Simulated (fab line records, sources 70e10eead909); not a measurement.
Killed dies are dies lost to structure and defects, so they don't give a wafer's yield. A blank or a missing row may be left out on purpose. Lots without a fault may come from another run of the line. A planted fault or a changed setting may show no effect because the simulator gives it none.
Chamber matching | flow nand_harc | NHARC_A_CHANNEL_FILL_D1_ETCHBACK_20 on rie_diel-08: 4 sister chambers
The step etches the open film in C4F8/O2/Ar, target depth 27 nm, time 13.5 s. 4 wafers are shown with their chamber, then 8 later ones without.

WAFERS WITH THEIR CHAMBER
wafer  | chamber | rf_vpp_V (V)
L077.3 | 0       | 985
L085.4 | 3       | 981
L086.2 | 2       | 980
L088.2 | 1       | 982

WAFERS WITHOUT THEIR CHAMBER
wafer  | rf_vpp_V (V)
L088.5 | 982
L088.6 | 979
L095.2 | 985
L095.4 | 983
L095.5 | 980
L096.1 | 980
L096.4 | 981
L096.5 | 979

WHICH CHAMBER EACH WENT THROUGH
wafer  | from the rows above          | in truth
L088.5 | can't be placed: 1 or 3      | 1
L088.6 | can't be placed: 2 or 3      | 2
L095.2 | 0                            | 0
L095.4 | can't be placed: 1 or 0 or 3 | 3
L095.5 | can't be placed: 2 or 3      | 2
L096.1 | can't be placed: 2 or 3      | 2
L096.4 | can't be placed: 3 or 1 or 2 | 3
L096.5 | can't be placed: 2 or 3      | 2
Placed correctly: 1 of 8. Can't be placed from these rows: 7 (the true chamber is among the candidates in 7). Placed wrongly: 0.
How it was worked out, from the rows above alone: a wafer's distance from a chamber is the root of the sum, over the readings, of the square of ((its reading less the chamber's mean) divided by the reading's scatter). The wafer belongs to the nearest chamber; if the next one is less than 2 further off, it can't be placed. A chamber's mean is the mean of its shown wafers. The scatter: with one shown wafer a chamber, the root of the mean of the squares of how far each hidden wafer lies from its nearest shown one.
